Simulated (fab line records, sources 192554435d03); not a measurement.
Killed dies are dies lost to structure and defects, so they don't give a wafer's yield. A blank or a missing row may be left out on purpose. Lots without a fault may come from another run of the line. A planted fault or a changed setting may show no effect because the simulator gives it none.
Which tool did it? | flow n5_finfet | 21 lots, 63 wafers sampled, at 1 step of a route of 1938

WHAT THE GAUGES READ, wafer by wafer
N5_ZERO_LAYER_CD_MEAS_11: target cd 2000 nm. Usual: cd_nm 2000.5 nm, standard deviation 1.5.
lot  | measured    | on        | cd_nm (nm)           | flag
L074 | day 1 12:38 | cd_sem-01 | 2001.6 2000.6 1999.6 |
L075 | day 1 18:46 | cd_sem-01 | 2000.6 2000.7 2000.5 |
L076 | day 2 00:47 | cd_sem-02 | 1999.2 2001.5 1999.4 |
L077 | day 2 06:40 | cd_sem-02 | 2002.4 2001.3 2001.9 |
L078 | day 2 12:39 | cd_sem-01 | 2001.2 2001.2 2003.8 |
L079 | day 2 18:47 | cd_sem-02 | 2002.0 2000.3 2002.4 |
L080 | day 3 00:41 | cd_sem-03 | 2001.2 2001.9 2001.2 |
L081 | day 3 06:38 | cd_sem-03 | 2000.6 2001.8 2003.3 |
L082 | day 3 12:46 | cd_sem-01 | 2001.5 2002.1 2000.0 |
L083 | day 3 18:47 | cd_sem-01 | 1998.5 2000.4 1998.1 |
L084 | day 4 00:47 | cd_sem-01 | 1998.0 1998.3 2000.9 |
L085 | day 4 06:46 | cd_sem-02 | 2002.5 2002.6 2000.5 |
L086 | day 4 12:44 | cd_sem-03 | 1997.1 1997.2 1996.0 |
L089 | day 5 06:42 | cd_sem-02 | 2000.1 2000.5 1999.5 |
L090 | day 5 12:46 | cd_sem-03 | 1999.3 2002.1 2001.5 |
L091 | day 5 18:39 | cd_sem-01 | 2001.0 2000.3 1999.3 |
L092 | day 6 00:47 | cd_sem-03 | 1999.6 2000.3 2000.6 |
L093 | day 6 06:38 | cd_sem-03 | 2001.8 2000.0 1999.7 |
L094 | day 6 12:40 | cd_sem-01 | 2000.8 2002.1 2002.4 |
L095 | day 6 18:40 | cd_sem-03 | 2000.7 2000.4 2000.0 |
L097 | day 7 06:40 | cd_sem-03 | 2000.5 2001.0 2001.1 |

WHICH TOOL RAN EACH LOT (tool, then ch and the chambers of the sampled wafers, then the start)
The record holds no process step before these readings.

WHAT THE TOOLS THEMSELVES READ (means of the sampled wafers that have a number; where no wafer has one, the mark that the record gives instead)
The record holds no such reading with a usual standard deviation.

THE ANSWER, worked out from the rows above alone
Rule: a lot is off if the mean of its wafers that have a number lies more than 3 standard deviations from the usual mean. A lot without any number at a reading at which 4 lots or more have one is off too. The other lots that the step has rows for count as sound. The gauges are gone through in route order, then the tools' own readings, and for those a lot's mean is taken as printed above. The first step at which some lot is off is used, and at that step the reading that is off furthest; a lot without a number counts as furthest.
No lot is off at any reading shown: from this, nothing can be told.

WHAT THE SIMULATOR HAD PUT IN
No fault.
